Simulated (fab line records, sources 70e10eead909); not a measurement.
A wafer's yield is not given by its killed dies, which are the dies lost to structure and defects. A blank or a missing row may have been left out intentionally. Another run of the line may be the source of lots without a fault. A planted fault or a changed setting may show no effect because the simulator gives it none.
A struck lot beside a sound one	flow nand-harc	15 out of 1302 route steps
Sound: these wafers, L968.1, L968.2, L968.4. Struck: wafer L976.5. (L976.1, L976.2 of the same lot were not struck and are left out.) The cause comes at the end.
Per side, at each step with rows, come the tool, then ch with its chambers, and then its first start. Under that, the readings that differ: sound wafers	struck wafers	difference of the means	sigmas: that difference in standard deviations of wafers without a fault.
alike: a reading whose means differ by less than 2 such deviations, as well as words and numbers matching on both sides. not compared: withheld readings; readings where some wafer has no value; bounds like >300 that might hide an equal value; numbers whose values overlap and for which the record gives no deviation.
Wherever a step has rows on one side only, a row that says differs or no value, or a row with sigmas, the two part there. Numbers that have no deviation but don't overlap get no sigmas and don't part them. A reading that every wafer of one side lacks parts them only if that side has two wafers or more.

first, 5 steps without rows for these wafers: NHARC_A_SGD_CUT_SOFTBAKE_04 (time 55 s); NHARC_A_SGD_CUT_EBR_05; NHARC_A_SGD_CUT_EXPOSE_06 (exposes mask SGD); NHARC_A_SGD_CUT_PEB_07 (peb time 65 s); NHARC_A_SGD_CUT_DEVELOP_08 (develop time 35 s).
NHARC_A_SGD_CUT_CD_MEAS_09 targets a cd of 100 nm.
  sound on cd-sem-03 ch 0, day 22 23:07; struck on cd-sem-03 ch 0, day 26 01:31
  alike: cd-nm
NHARC_A_SGD_CUT_OVL_MEAS_10:
  sound on overlay-01, day 22 23:13; struck on overlay-02, day 26 01:36
reading	sound	struck	difference	sigmas
overlay-y-nm (nm)	0.6 0.3 0.3	-1.1	-1.5	-2
  alike: overlay-x-nm
NHARC_A_SGD_CUT_INSPECT_11:
  sound on defect-inspect-01, day 22 23:15; struck on defect-inspect-02, day 26 01:38
  alike: raw-defect-count
NHARC_A_SGD_CUT_DESCUM_14: chemistry O2, time 3 s.
  sound on rie-diel-06 ch 0,1,3, day 22 23:19; struck on rie-diel-04 ch 2, day 26 01:41
  alike: drypump-motor-current-A, oes-product-au, rf-vpp-V, showerhead-plenum-p-Torr, throttle-valve-pct
  not compared: rf-hours-counter-h
NHARC_A_SGD_CUT_ETCH_58: etches the open film in CF4, target depth 39 nm, time 65 s.
  sound on rie-diel-06 ch 0,1,3, day 22 23:24; struck on rie-diel-04 ch 0, day 26 01:47
  alike: drypump-motor-current-A, oes-product-au, rf-fwd-power-W, rf-vpp-V, run-length-s, showerhead-plenum-p-Torr, throttle-valve-pct
  not compared: rf-hours-counter-h
NHARC_A_SGD_CUT_ETCH_59: etches the open film in N2/H2, target depth 260 nm, time 406.25 s.
  sound on rie-diel-06 ch 1,2,3; struck on rie-diel-04 ch 2
  alike: drypump-motor-current-A, oes-product-au, rf-fwd-power-W, rf-vpp-V, run-length-s, showerhead-plenum-p-Torr, throttle-valve-pct
  not compared: rf-hours-counter-h
NHARC_A_SGD_CUT_ETCH_15: etches the open film in CH3F/O2, target depth 75 nm, time 64.3 s.
  sound on rie-diel-06 ch 0,1,2; struck on rie-diel-04 ch 0
reading	sound	struck	difference	sigmas
drypump-motor-current-A (A)	5.7 6.5 6.1	5.1	-1.0	-2
run-length-s (s)	85.8 86.3 86.3	85.1	-1.0	-3
  alike: oes-product-au, rf-fwd-power-W, rf-vpp-V, showerhead-plenum-p-Torr, throttle-valve-pct
  not compared: rf-hours-counter-h
NHARC_A_SGD_CUT_ETCH_16: etches the open film in C4F8/O2/Ar, target depth 310.5 nm, time 155.2 s.
  sound on rie-diel-06 ch 0,2,3, day 22 23:56; struck on rie-diel-04 ch 0, day 26 02:16
reading	sound	struck	difference	sigmas
run-length-s (s)	177.1 176.5 176.3	163.4	-13.2	-37
  alike: oes-product-au, rf-vpp-V
  not compared: rf-fwd-power-W, rf-hours-counter-h
then, 1 step without rows for these wafers: NHARC_A_SGD_CUT_STRIP_60 (strips in C4F8/O2/Ar).
-- jump in the record: it breaks off in module A_SGD_CUT and resumes in module END (first step shown: number 1302 of the route), and 5 days separate the struck wafers' starts before and after --
NHARC_END_SORT_01:
  sound on prober-01 ch 0, day 28 07:14; struck on prober-02 ch 0, day 31 10:17
reading	sound	struck	difference	sigmas
hold	- - -	await-dispo/5.4h/release	no value on the sound wafers	
killed-at-array	37 29 23	385	+355	+20
killed-dies	48 33 26	390	+354	+21
  alike: killed-at-other, killed-at-periphery, killed-open, killed-short

WHERE THEY PART
Last at NHARC_END_SORT_01 as far as this record goes, first at NHARC_A_SGD_CUT_OVL_MEAS_10.

WHY: what the simulator had put in
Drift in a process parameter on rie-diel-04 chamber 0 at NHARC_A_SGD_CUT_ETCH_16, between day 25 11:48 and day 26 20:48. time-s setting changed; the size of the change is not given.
